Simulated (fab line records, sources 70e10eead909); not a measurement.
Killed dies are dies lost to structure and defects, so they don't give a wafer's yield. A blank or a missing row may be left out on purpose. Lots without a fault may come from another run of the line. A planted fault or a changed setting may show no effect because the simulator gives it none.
Chamber matching | flow nand_harc | NHARC_P_M0_STRIP_18 on rie_diel-04: 4 sister chambers
The step strips in N2/H2. 30 wafers are shown with their chamber, then 12 later ones without.

WAFERS WITH THEIR CHAMBER
wafer  | chamber | drypump_motor_current_A (A) | showerhead_plenum_p_Torr (Torr) | h2_flow_sccm (sccm)
L075.2 | 2       | 6.01                        | 2.17                            | 149.9
L075.3 | 0       | 6.37                        | 2.06                            | 149.2
L075.5 | 3       | 5.99                        | 2.17                            | 149.6
L076.1 | 0       | 6.41                        | 2.06                            | 150.4
L076.2 | 2       | 6.01                        | 2.17                            | 150.9
L076.5 | 1       | 6.13                        | 2.08                            | 150.0
L077.2 | 1       | 6.10                        | 2.08                            | 149.6
L077.4 | 0       | 6.38                        | 2.06                            | 150.5
L077.6 | 2       | 6.02                        | 2.17                            | 150.4
L079.2 | 0       | 6.42                        | 2.06                            | 150.4
L079.5 | 3       | 5.98                        | 2.17                            | 150.4
L079.6 | 2       | 6.01                        | 2.17                            | 149.9
L082.1 | 1       | 6.13                        | 2.08                            | 149.8
L082.5 | 2       | 6.03                        | 2.17                            | 150.6
L082.6 | 3       | 5.98                        | 2.16                            | 149.4
L086.1 | 3       | 5.97                        | 2.16                            | 150.2
L086.5 | 0       | 6.39                        | 2.06                            | 150.9
L086.6 | 3       | 6.00                        | 2.16                            | 150.0
L088.1 | 2       | 6.00                        | 2.16                            | 150.1
L088.4 | 0       | 6.39                        | 2.06                            | 150.2
L088.6 | 0       | 6.42                        | 2.06                            | 150.3
L089.2 | 2       | 6.02                        | 2.17                            | 149.9
L089.3 | 3       | 5.98                        | 2.16                            | 151.1
L089.6 | 1       | 6.13                        | 2.07                            | 149.6
L090.1 | 3       | 5.98                        | 2.16                            | 149.3
L090.3 | 2       | 5.99                        | 2.16                            | 150.2
L090.6 | 3       | 5.98                        | 2.16                            | 149.0
L092.3 | 1       | 6.14                        | 2.07                            | 149.6
L092.4 | 0       | 6.40                        | 2.05                            | 150.6
L092.6 | 2       | 5.98                        | 2.16                            | 149.9

SIGNATURES (means of the wafers above)
reading                  | chamber 0 | chamber 1 | chamber 2 | chamber 3 | scatter within a chamber
drypump_motor_current_A  | 6.3975    | 6.1260    | 6.0078    | 5.9825    | 0.0149
showerhead_plenum_p_Torr | 2.0587    | 2.0760    | 2.1667    | 2.1625    | 0.00463
h2_flow_sccm             | 150.312   | 149.720   | 150.200   | 149.875   | 0.489
Rule: a wafer's distance from a chamber is the root of the sum, over the readings, of the square of ((its reading less the chamber's mean) divided by the reading's scatter). The wafer belongs to the nearest chamber; if the next one is less than 2 further off, it can't be placed. The scatter: the root of (the sum of the squares of (reading less its chamber's mean) over the shown wafers, divided by (wafers less chambers)).

WAFERS WITHOUT THEIR CHAMBER
wafer  | drypump_motor_current_A (A) | showerhead_plenum_p_Torr (Torr) | h2_flow_sccm (sccm)
L094.1 | 6.12                        | 2.07                            | 149.2
L094.3 | 5.98                        | 2.16                            | 150.2
L094.4 | 6.36                        | 2.05                            | 150.1
L095.3 | 5.97                        | 2.16                            | 149.6
L095.4 | 6.13                        | 2.07                            | 149.9
L095.6 | 5.97                        | 2.16                            | 149.6
L096.1 | 6.14                        | 2.07                            | 149.5
L096.3 | 5.99                        | 2.16                            | 150.0
L096.6 | 5.99                        | 2.16                            | 150.1
L097.1 | 6.01                        | 2.16                            | 150.0
L097.2 | 6.40                        | 2.05                            | 150.1
L097.5 | 6.13                        | 2.07                            | 149.9

WHICH CHAMBER EACH WENT THROUGH
wafer  | from the rows above     | in truth
L094.1 | 1                       | 1
L094.3 | can't be placed: 3 or 2 | 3
L094.4 | 0                       | 0
L095.3 | 3                       | 3
L095.4 | 1                       | 1
L095.6 | 3                       | 3
L096.1 | 1                       | 1
L096.3 | can't be placed: 3 or 2 | 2
L096.6 | can't be placed: 3 or 2 | 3
L097.1 | can't be placed: 2 or 3 | 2
L097.2 | 0                       | 0
L097.5 | 1                       | 1
Placed correctly: 8 of 12. Can't be placed from these rows: 4 (the true chamber is among the candidates in 4). Placed wrongly: 0.
